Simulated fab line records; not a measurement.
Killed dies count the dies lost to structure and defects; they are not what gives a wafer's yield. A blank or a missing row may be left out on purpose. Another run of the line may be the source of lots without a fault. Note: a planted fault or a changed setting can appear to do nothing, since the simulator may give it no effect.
Matching of chambers | flow nand_harc | 6 sister chambers for NHARC_A_ZERO_WELL_STRIP_14 on wet_bench-05
The step strips in SPM, time 900 s. 10 wafers are shown with their chamber, then 4 later ones without.

## EACH WAFER AND ITS CHAMBER
wafer  | chamber | temp_c (C)
L703.5 | 0       | 130.23
L705.4 | 7       | 130.04
L708.2 | 7       | 129.72
L708.4 | 3       | 130.14
L708.6 | 1       | 129.95
L709.1 | 1       | 129.95
L709.2 | 5       | 130.12
L709.4 | 4       | 129.91
L712.1 | 3       | 130.23
L712.2 | 0       | 130.28

## WAFERS WITH NO CHAMBER GIVEN
wafer  | temp_c (C)
L712.6 | 129.95
L714.1 | 130.02
L724.2 | 130.08
L724.4 | 129.98

## THE CHAMBER EACH PASSED THROUGH
wafer  | from the rows above                         | in truth
L712.6 | can't be placed: 1 or 4 or 7 or 5 or 3      | 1
L714.1 | can't be placed: 1 or 5 or 4 or 7 or 3 or 0 | 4
L724.2 | can't be placed: 5 or 3 or 1 or 4 or 0 or 7 | 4
L724.4 | can't be placed: 1 or 4 or 7 or 5 or 3      | 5
Correctly placed: 0 of 4. Can't be placed from these rows: 4 (the true chamber is among the candidates in 4). Number placed wrongly: 0.
How it was worked out, from the rows above alone: a wafer's distance from a chamber is the root of the sum, over the readings, of the square of ((its reading less the chamber's mean) divided by the reading's scatter). If the next closest chamber is less than 2 further off than the closest, the wafer can't be placed; otherwise it belongs to the closest. For every chamber, the mean is computed from those of its wafers that are shown. The scatter: take each reading less its chamber's mean, square it, sum over the shown wafers, divide by the number of wafers less the number of chambers, and take the root.
